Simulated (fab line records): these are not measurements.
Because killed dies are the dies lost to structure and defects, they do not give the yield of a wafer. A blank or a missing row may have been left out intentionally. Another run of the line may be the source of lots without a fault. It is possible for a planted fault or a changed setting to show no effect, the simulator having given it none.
Which tool is to blame? / flow n5-finfet / 11 lots (32 wafers sampled), 1 step of a 1938-step route

== WHAT EACH GAUGE READ, for each wafer ==
N5_BEOL_M4_RC_MEAS_101.
lot=L674; measured=day 7 18:44; on=prober-02; DIBL_N (mV/V)=37.2 35.0 35.2
lot=L675; measured=day 7 23:58; on=prober-01; DIBL_N (mV/V)=34.0 35.2 34.4
lot=L677; measured=day 8 13:11; on=prober-02; DIBL_N (mV/V)=34.3 34.6 33.5
lot=L678; measured=day 8 23:14; on=prober-01; DIBL_N (mV/V)=35.8 36.4 36.6
lot=L679; measured=day 9 02:27; on=prober-02; DIBL_N (mV/V)=35.6 38.0 37.0
lot=L680; measured=day 9 08:35; on=prober-02; DIBL_N (mV/V)=35.7 35.7 35.1
lot=L681; measured=day 9 17:50; on=prober-02; DIBL_N (mV/V)=36.0 35.9 35.6
lot=L686; measured=day 11 00:10; on=prober-02; DIBL_N (mV/V)=35.2 34.1 35.6
lot=L690; measured=day 11 21:49; on=prober-01; DIBL_N (mV/V)=35.0 34.2
lot=L693; measured=day 12 11:26; on=prober-01; DIBL_N (mV/V)=35.3 34.3 34.0
lot=L697; measured=day 14 06:29; on=prober-02; DIBL_N (mV/V)=34.8 33.8 35.4

== EACH LOT AND THE TOOL THAT RAN IT (in order: tool; ch and the chambers of the sampled wafers; start) ==
Before these readings, the record contains no process step.

== THE ANSWER, worked out from the rows above alone ==
Rule: usual is defined by the lots themselves. The widest of any qualifying gaps counts: lots, ordered by their means at a reading, are off when they make up no more than a third of the lots, leave a main group of 4 or more, and stand apart from it by 3 or more times the standard deviation of that group's means. Not used: any main group whose means are identical at the precision the tables above print for the reading. A lot without any number at a reading at which 4 lots or more have one is off too. The other lots that the step has rows for count as sound.
Across all readings shown, no lot is off: no conclusion can be drawn from this.

== WHAT HAD BEEN PUT IN BY THE SIMULATOR ==
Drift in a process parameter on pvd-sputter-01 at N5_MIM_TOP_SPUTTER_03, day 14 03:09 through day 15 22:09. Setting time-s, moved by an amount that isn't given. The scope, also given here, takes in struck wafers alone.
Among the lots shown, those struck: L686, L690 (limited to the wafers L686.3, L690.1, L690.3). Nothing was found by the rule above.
